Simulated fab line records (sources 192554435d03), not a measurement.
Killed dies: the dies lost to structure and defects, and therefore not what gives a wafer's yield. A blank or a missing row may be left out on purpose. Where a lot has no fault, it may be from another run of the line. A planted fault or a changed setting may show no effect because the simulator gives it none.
Split-lot study -- flow n5 finfet -- route with 1938 steps; 7 lots, 21 wafers read

== THE SPLIT ITSELF ==
At N5_BEOL_M15_SPUTTER_43 (material TaN, target thk 15 nm, time 24.19 s), the setting power w was moved away from the recipe's 15000 W on 7 of the 21 wafers read, by -10.1% to +16.7%. All remaining wafers had this setting at the recipe value.

The reading is taken at the split's own step.

== THE READING ==
TaN_of_BEOL_M15_SPUTTER_43.thk nm (the simulator's own value, which no gauge read), in nm, at N5_BEOL_M15_SPUTTER_43 (material TaN, target thk 15 nm, time 24.19 s). The file does not state a usual value for it. Across the 14 wafers here that went through the recipe, the average is 14.9 nm and the standard deviation 0.24 nm.

wafer,"tool, chamber at the split","power w as run, W",against the recipe,"TaN_of_BEOL_M15_SPUTTER_43.thk nm, nm",against lot-mates on the recipe
L076.1,"pvd sputter-01, -",15000,recipe,15,-
L076.3,"pvd sputter-01, -",15000,recipe,14.8,-
L076.4,"pvd sputter-01, -",15000,recipe,15.2,-
L079.2,"pvd sputter-03, -",15000,recipe,14.4,-
L079.4,"pvd sputter-03, -",15000,recipe,14.4,-
L079.6,"pvd sputter-03, -",17500,+16.7%,16.8,+2.4
L080.4,"pvd sputter-03, -",15910,+6.1%,16,+1.0
L080.5,"pvd sputter-03, -",15910,+6.1%,15.8,+0.8
L080.6,"pvd sputter-03, -",15000,recipe,15,-
L081.1,"pvd sputter-03, -",13490,-10.1%,13.4,-1.6
L081.3,"pvd sputter-03, -",13490,-10.1%,13.4,-1.6
L081.6,"pvd sputter-03, -",15000,recipe,15,-
L089.1,"pvd sputter-03, -",15000,recipe,14.8,-
L089.4,"pvd sputter-03, -",15000,recipe,14.8,-
L089.5,"pvd sputter-03, -",13810,-7.9%,14,-0.8
L093.1,"pvd sputter-02, -",15000,recipe,15,-
L093.2,"pvd sputter-02, -",15000,recipe,15,-
L093.5,"pvd sputter-02, -",15000,recipe,15,-
L094.1,"pvd sputter-02, -",15750,+5.0%,15.6,+0.6
L094.2,"pvd sputter-02, -",15000,recipe,15.2,-
L094.4,"pvd sputter-02, -",15000,recipe,14.8,-

FIT RESULTS
A straight line over all 21 wafers: TaN_of_BEOL_M15_SPUTTER_43.thk nm changes by +0.132 nm for each +1% of power w; r = +0.96; the points scatter about the line by 0.23 nm.
The same after taking each lot's own level away (the mean of its wafers on the recipe; 21 wafers): +0.144 nm for each +1%; r = +0.99; scatter 0.14 nm.
Per that fit: largest power w move, reading shift of 2.4 nm.
Across the lots, their own levels run from 14.40 to 15.00 nm, a range of 2.5 times the standard deviation given above.
The two slopes agree, so the slope changes little with the lot-to-lot level.
Check: +2.4 nm against its lot-mates is what the line predicts for one of the wafers moved furthest among these (+16.7%) when that wafer is left out of the fit. Against them it came out at +2.4 nm.

== OTHER SPLITS APPLIED TO THESE WAFERS ==
Other splits were also applied to these wafers ahead of the reading. Each is held against what the fit with the lots' levels taken away leaves over:
other split on the same wafers,wafers away from the commonest value,r with TaN_of_BEOL_M15_SPUTTER_43.thk nm (lot level and that fit taken away)
N5_BEOL_M11_EXPOSE_25 dose mj,5,+0.20
N5_BEOL_M11_ETCH_66 time s,5,+0.29
N5_BEOL_M11_CURE_72 time s,5,-0.22
N5_BEOL_M13_COAT_65 spin rpm,10,-0.17
N5_BEOL_M14_ILD_DEP_00 temp c,6,-0.17
N5_BEOL_M14_COAT_04 spin rpm,4,-0.01
N5_BEOL_M15_COAT_04 spin rpm,7,+0.19

== FILE'S OWN FIT ==
TaN_of_BEOL_M15_SPUTTER_43.thk nm changes by +0.141 nm for each +1% of power w, r = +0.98.
